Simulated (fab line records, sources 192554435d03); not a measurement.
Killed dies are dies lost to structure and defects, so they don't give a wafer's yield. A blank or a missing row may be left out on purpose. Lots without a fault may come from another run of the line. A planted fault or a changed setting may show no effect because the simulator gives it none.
Split-lot experiment | flow n5_finfet | 7 lots, 21 wafers read, on a route of 1938 steps

THE SPLIT
At N5_FIN_SAQP_ALD_61 (deposits SiO2, target thk 4 nm, pulse time 1 s, purge time 2 s), the setting ald_cycles was moved away from the recipe's 43 on 8 of the 21 wafers read, by -14.0% to +14.0%. The other wafers ran this setting at the recipe's value.

The reading is taken at the split's own step.

THE READING
SiO2_of_FIN_SAQP_ALD_61.thk_nm (the simulator's own value, which no gauge read), in nm, at N5_FIN_SAQP_ALD_61 (deposits SiO2, target thk 4 nm, pulse time 1 s, purge time 2 s). The file gives no usual value for it. The 13 wafers here that ran the recipe average 3.982 nm, standard deviation 0.017 nm.

wafer  | tool, chamber at the split | ald_cycles as run | against the recipe | SiO2_of_FIN_SAQP_ALD_61.thk_nm, nm | against lot-mates on the recipe
L075.2 | ald_sin-04, 2              | 37                | -14.0%             | 3.427                              | -0.548
L075.5 | ald_sin-04, 3              | 43                | recipe             | 3.952                              | -
L075.6 | ald_sin-04, 2              | 43                | recipe             | 3.998                              | -
L081.2 | ald_sin-02, 1              | 46                | +7.0%              | 4.26                               | +0.273
L081.3 | ald_sin-02, 3              | 43                | recipe             | 3.987                              | -
L081.6 | ald_sin-02, 2              | 46                | +7.0%              | 4.288                              | +0.301
L083.1 | ald_sin-03, 1              | 43                | recipe             | 3.985                              | -
L083.4 | ald_sin-03, 3              | 41                | -4.7%              | 3.817                              | -0.164
L083.5 | ald_sin-03, 1              | 43                | recipe             | 3.978                              | -
L085.2 | ald_sin-03, 1              | 43                | recipe             | 3.963                              | -
L085.5 | ald_sin-03, 3              | 43                | recipe             | 4.012                              | -
L085.6 | ald_sin-03, 0              | 43                | recipe             | 3.956                              | -
L087.3 | ald_sin-02, 1              | 49                | +14.0%             | 4.537                              | +0.557
L087.5 | ald_sin-02, 1              | 43                | recipe             | 3.98                               | -
L087.6 | ald_sin-02, 0              | 49                | +14.0%             | 4.551                              | +0.571
L094.3 | ald_sin-04, 1              | 43                | recipe             | 3.972                              | -
L094.5 | ald_sin-04, 0              | 39                | -9.3%              | 3.648                              | -0.334
L094.6 | ald_sin-04, 1              | 43                | recipe             | 3.992                              | -
L095.1 | ald_sin-02, 3              | 47                | +9.3%              | 4.389                              | +0.397
L095.4 | ald_sin-02, 0              | 43                | recipe             | 4.002                              | -
L095.5 | ald_sin-02, 0              | 43                | recipe             | 3.983                              | -

THE FIT
A straight line over all 21 wafers: SiO2_of_FIN_SAQP_ALD_61.thk_nm changes by +0.04 nm for each +1% of ald_cycles; r = +1.00; the points scatter about the line by 0.019 nm.
The same after taking each lot's own level away (the mean of its wafers on the recipe; 21 wafers): +0.0397 nm for each +1%; r = +1.00; scatter 0.018 nm.
On that fit, the largest move of ald_cycles shifts the reading by 0.55 nm.
The lots' own levels span 3.9750 to 3.9925 nm, that is 1.0 times the standard deviation above.
So the lot-to-lot level changes the slope little: the two slopes agree.
Check: with one of the wafers moved furthest among these (-14.0%) left out of the fit, the line predicts -0.548 nm for it against its lot-mates. It came out at -0.548 nm against them.

OTHER SPLITS ON THESE WAFERS
These wafers also went through other splits before the reading. Each is held against what the fit with the lots' levels taken away leaves over:
other split on the same wafers | wafers away from the commonest value | r with SiO2_of_FIN_SAQP_ALD_61.thk_nm (lot level and that fit taken away)
N5_ZERO_LAYER_PECVD_02 time_s  | 5                                    | -0.02

THE FILE'S OWN FIT
SiO2_of_FIN_SAQP_ALD_61.thk_nm changes by +0.0396 nm for each +1% of ald_cycles, r = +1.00.
